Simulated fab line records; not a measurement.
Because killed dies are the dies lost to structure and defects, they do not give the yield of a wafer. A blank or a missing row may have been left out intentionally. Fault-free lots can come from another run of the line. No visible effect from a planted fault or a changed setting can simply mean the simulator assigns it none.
Matching of chambers || flow n5 finfet || N5_GATE_CUT_CMP_23 on cmp-04: 4 sister chambers
The step polishes, stops on SiO2, t overpolish 23.4 s, target thk 16 nm. 4 wafers are shown with their chamber, then 7 later ones without.

## WAFERS WITH THEIR CHAMBER
{"wafer": "L083.1", "chamber": 2, "motor current A (A)": 10.3}
{"wafer": "L083.5", "chamber": 1, "motor current A (A)": 7.9}
{"wafer": "L087.2", "chamber": 0, "motor current A (A)": 8.3}
{"wafer": "L087.3", "chamber": 3, "motor current A (A)": 7.1}

## WAFERS WITH NO CHAMBER GIVEN
{"wafer": "L087.4", "motor current A (A)": 10.5}
{"wafer": "L093.1", "motor current A (A)": 8.3}
{"wafer": "L093.2", "motor current A (A)": 10.9}
{"wafer": "L093.4", "motor current A (A)": 8.2}
{"wafer": "L095.3", "motor current A (A)": 8.5}
{"wafer": "L095.4", "motor current A (A)": 10.0}
{"wafer": "L095.5", "motor current A (A)": 10.6}

## CHAMBER TAKEN BY EACH
{"wafer": "L087.4", "from the rows above": 2, "in truth": 2}
{"wafer": "L093.1", "from the rows above": "can't be placed: 0 or 1", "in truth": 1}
{"wafer": "L093.2", "from the rows above": 2, "in truth": 2}
{"wafer": "L093.4", "from the rows above": "can't be placed: 0 or 1", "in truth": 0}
{"wafer": "L095.3", "from the rows above": "can't be placed: 0 or 1", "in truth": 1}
{"wafer": "L095.4", "from the rows above": 2, "in truth": 2}
{"wafer": "L095.5", "from the rows above": 2, "in truth": 2}
Placed correctly: 4 of 7. Unplaceable from these rows: 3, with the true chamber sitting among the candidates in 3. Number placed wrongly: 0.
How it was worked out, from the rows above alone: a wafer's distance from a chamber is the root of the sum, over the readings, of the square of ((its reading less the chamber's mean) divided by the reading's scatter). The wafer belongs to the nearest chamber; if the next one is less than 2 further off, it can't be placed. For every chamber, the mean is computed from those of its wafers that are shown. The scatter: with one shown wafer a chamber, the root of the mean of the squares of how far each hidden wafer lies from its nearest shown one.
